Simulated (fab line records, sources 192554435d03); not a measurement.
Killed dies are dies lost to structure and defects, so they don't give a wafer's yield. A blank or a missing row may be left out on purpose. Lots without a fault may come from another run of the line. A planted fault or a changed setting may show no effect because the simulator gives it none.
One fault seen from 3 desks | flow n5_finfet | each desk has only its own numbers; what lay behind them comes last

THE TOOL OWNER'S DESK: ald_sin-01
The tool's own readings at N5_DUMMY_GATE_ALD_02 (deposits SiO2, target thk 2 nm, pulse time 1 s): means of the sampled wafers that have a number, for each lot that ran on this tool. A lot is out of limits, marked OUT, if its mean lies more than 4 standard deviations from the usual mean; the brackets give that distance.
Columns: A = heater_power_outer_w at N5_DUMMY_GATE_ALD_02, usual 262 W; B = heater_power_w at N5_DUMMY_GATE_ALD_02, usual 468 W; C = precursor_pulse_height_rel at N5_DUMMY_GATE_ALD_02, usual 1.001
lot  | first seen here | A   | B   | C
L487 | day 5 03:52     | 243 | 448 | 0.994
L500 | day 8 07:06     | 236 | 436 | 1.006
This desk's finding: nothing out of limits on any of the 2 lots.

THE DEFECT DESK
What the inspections along the route counted, lot by lot: means of the sampled wafers that have a number. A lot is out of limits, marked OUT, if its mean lies more than 4 standard deviations from the usual mean; the brackets give that distance.
Columns: A = raw_defect_count at N5_STI_FIN_REVEAL_INSPECT_13, usual 13
lot  | first seen here | A
L477 | day 2 15:03     | 11
L487 | day 5 02:28     | 12
L497 | day 7 13:46     | 10
L499 | day 8 01:01     | 12
L500 | day 8 07:01     | 11
This desk's finding: nothing out of limits on any of the 5 lots.

THE METROLOGY DESK
What the gauges read, lot by lot, whatever tool the lot ran on: means of the sampled wafers that have a number. A lot is out of limits, marked OUT, if its mean lies more than 4 standard deviations from the usual mean; the brackets give that distance. Of its 12 readings 7 are shown: those that lie furthest out on some lot.
Columns: A = trench_depth_nm at N5_STI_FIN_REVEAL_FIN_H_MEAS_10, usual 51.7 nm; B = DIBL_N at N5_BEOL_M4_RC_MEAS_101, usual 36.1 mV/V; C = IOFF_P at N5_BEOL_M4_RC_MEAS_101, usual 0.21 nA/um; D = ION_N at N5_BEOL_M4_RC_MEAS_101, usual 673 uA/um; E = ION_P at N5_BEOL_M4_RC_MEAS_101, usual 462 uA/um; F = SS_P at N5_BEOL_M4_RC_MEAS_101, usual 73.2 mV/dec; G = VT_P at N5_BEOL_M4_RC_MEAS_101, usual -250 mV
lot  | first seen here | A    | B    | C    | D   | E   | F    | G
L477 | day 2 14:56     | 51.3 | 34.3 | 0.23 | 669 | 467 | 73.3 | -247
L487 | day 5 02:22     | 51.3 | 35.3 | 0.20 | 661 | 461 | 72.5 | -249
L497 | day 7 13:39     | 50.7 | 35.3 | 0.19 | 667 | 455 | 72.9 | -253
L499 | day 8 00:52     | 50.7 | 36.8 | 0.23 | 672 | 465 | 73.2 | -245
L500 | day 8 06:53     | 51.6 | 37.7 | 0.25 | 677 | 470 | 73.8 | -246
This desk's finding: nothing out of limits on any of the 5 lots.

PUT TOGETHER
The tool owner's desk saw nothing out of limits.
The defect desk saw nothing out of limits.
The metrology desk saw nothing out of limits.

WHAT THE SIMULATOR HAD PUT IN
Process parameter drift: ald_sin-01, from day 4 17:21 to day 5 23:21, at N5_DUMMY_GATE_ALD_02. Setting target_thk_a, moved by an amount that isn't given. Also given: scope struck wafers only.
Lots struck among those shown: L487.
